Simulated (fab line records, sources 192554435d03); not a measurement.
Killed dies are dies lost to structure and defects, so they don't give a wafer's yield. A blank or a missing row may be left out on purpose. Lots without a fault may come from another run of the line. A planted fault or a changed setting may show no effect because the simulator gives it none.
Chamber matching | flow n5_finfet | N5_BEOL_M6_STRIP_67 on rie_diel-05: 4 sister chambers
The step strips in CF4. 8 wafers are shown with their chamber, then 12 later ones without.

WAFERS WITH THEIR CHAMBER
wafer  | chamber | drypump_motor_current_A (A) | showerhead_plenum_p_Torr (Torr)
L083.5 | 0       | 5.6                         | 1.74
L086.3 | 3       | 5.7                         | 1.77
L086.4 | 3       | 5.7                         | 1.77
L086.5 | 1       | 5.1                         | 1.74
L086.6 | 2       | 6.2                         | 1.83
L089.1 | 1       | 5.1                         | 1.74
L089.2 | 2       | 6.2                         | 1.82
L089.3 | 0       | 5.7                         | 1.74

WAFERS WITHOUT THEIR CHAMBER
wafer  | drypump_motor_current_A (A) | showerhead_plenum_p_Torr (Torr)
L089.4 | 5.1                         | 1.74
L089.5 | 5.7                         | 1.74
L089.6 | 6.3                         | 1.82
L091.2 | 5.1                         | 1.74
L091.4 | 5.7                         | 1.77
L091.5 | 5.7                         | 1.77
L093.1 | 5.6                         | 1.74
L093.3 | 5.7                         | 1.77
L093.6 | 5.1                         | 1.74
L096.3 | 5.7                         | 1.76
L096.4 | 5.1                         | 1.73
L096.5 | 5.6                         | 1.73

WHICH CHAMBER EACH WENT THROUGH
wafer  | from the rows above | in truth
L089.4 | 1                   | 1
L089.5 | 0                   | 0
L089.6 | 2                   | 2
L091.2 | 1                   | 1
L091.4 | 3                   | 3
L091.5 | 3                   | 3
L093.1 | 0                   | 0
L093.3 | 3                   | 3
L093.6 | 1                   | 1
L096.3 | 3                   | 3
L096.4 | 1                   | 1
L096.5 | 0                   | 0
Placed correctly: 12 of 12. Can't be placed from these rows: 0. Placed wrongly: 0.
How it was worked out, from the rows above alone: a wafer's distance from a chamber is the root of the sum, over the readings, of the square of ((its reading less the chamber's mean) divided by the reading's scatter). The wafer belongs to the nearest chamber; if the next one is less than 2 further off, it can't be placed. A chamber's mean is the mean of its shown wafers. The scatter: the root of (the sum of the squares of (reading less its chamber's mean) over the shown wafers, divided by (wafers less chambers)).
